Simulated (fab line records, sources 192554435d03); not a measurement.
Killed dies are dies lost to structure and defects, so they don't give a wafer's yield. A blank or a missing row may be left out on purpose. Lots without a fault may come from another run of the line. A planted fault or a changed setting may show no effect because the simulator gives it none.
Chamber matching | flow n5_finfet | N5_BEOL_M14_ILD_DEP_00 on pecvd-03: 3 sister chambers
The step deposits SiO2 from TEOS/O2, target thk 1119.3 nm, time 237.4 s. 18 wafers are shown with their chamber, then 9 later ones without.

WAFERS WITH THEIR CHAMBER
wafer  | chamber | showerhead_plenum_p_Torr (Torr) | heater_power_w (W) | throttle_valve_pct (%)
L080.2 | 2       | 8.24                            | 629                | 18.5
L080.5 | 2       | 8.25                            | 606                | 18.1
L080.6 | 0       | 8.29                            | 393                | 18.2
L078.1 | 0       | 8.30                            | 460                | 18.0
L078.3 | 1       | 8.32                            | 749                | 18.5
L078.5 | 2       | 8.27                            | 512                | 18.5
L082.2 | 2       | 8.24                            | 545                | 18.2
L082.4 | 1       | 8.33                            | 741                | 18.4
L082.5 | 0       | 8.32                            | 528                | 18.2
L085.1 | 1       | 8.32                            | 751                | 18.6
L085.4 | 2       | 8.24                            | 514                | 18.7
L085.5 | 0       | 8.30                            | 527                | 18.3
L088.2 | 2       | 8.24                            | 664                | 18.2
L088.3 | 0       | 8.32                            | 458                | 18.3
L088.5 | 0       | 8.32                            | 528                | 17.9
L094.1 | 1       | 8.33                            | 678                | 18.4
L094.2 | 2       | 8.27                            | 621                | 18.6
L094.3 | 0       | 8.32                            | 472                | 18.1

SIGNATURES (means of the wafers above)
reading                  | chamber 0 | chamber 1 | chamber 2 | scatter within a chamber
showerhead_plenum_p_Torr | 8.3100    | 8.3250    | 8.2500    | 0.0124
heater_power_w           | 480.86    | 729.75    | 584.43    | 52.2
throttle_valve_pct       | 18.143    | 18.475    | 18.400    | 0.18
Rule: a wafer's distance from a chamber is the root of the sum, over the readings, of the square of ((its reading less the chamber's mean) divided by the reading's scatter). The wafer belongs to the nearest chamber; if the next one is less than 2 further off, it can't be placed. The scatter: the root of (the sum of the squares of (reading less its chamber's mean) over the shown wafers, divided by (wafers less chambers)).

WAFERS WITHOUT THEIR CHAMBER
wafer  | showerhead_plenum_p_Torr (Torr) | heater_power_w (W) | throttle_valve_pct (%)
L095.1 | 8.24                            | 604                | 18.3
L095.3 | 8.33                            | 774                | 18.5
L095.5 | 8.24                            | 648                | 18.2
L096.1 | 8.34                            | 700                | 18.6
L096.5 | 8.28                            | 515                | 18.7
L096.6 | 8.30                            | 388                | 18.3
L097.1 | 8.34                            | 759                | 18.3
L097.3 | 8.32                            | 511                | 18.1
L097.5 | 8.34                            | 589                | 18.6

WHICH CHAMBER EACH WENT THROUGH
wafer  | from the rows above     | in truth
L095.1 | 2                       | 2
L095.3 | 1                       | 1
L095.5 | 2                       | 2
L096.1 | 1                       | 1
L096.5 | can't be placed: 2 or 0 | 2
L096.6 | 0                       | 0
L097.1 | 1                       | 1
L097.3 | 0                       | 0
L097.5 | can't be placed: 1 or 0 | 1
Placed correctly: 7 of 9. Can't be placed from these rows: 2 (the true chamber is among the candidates in 2). Placed wrongly: 0.
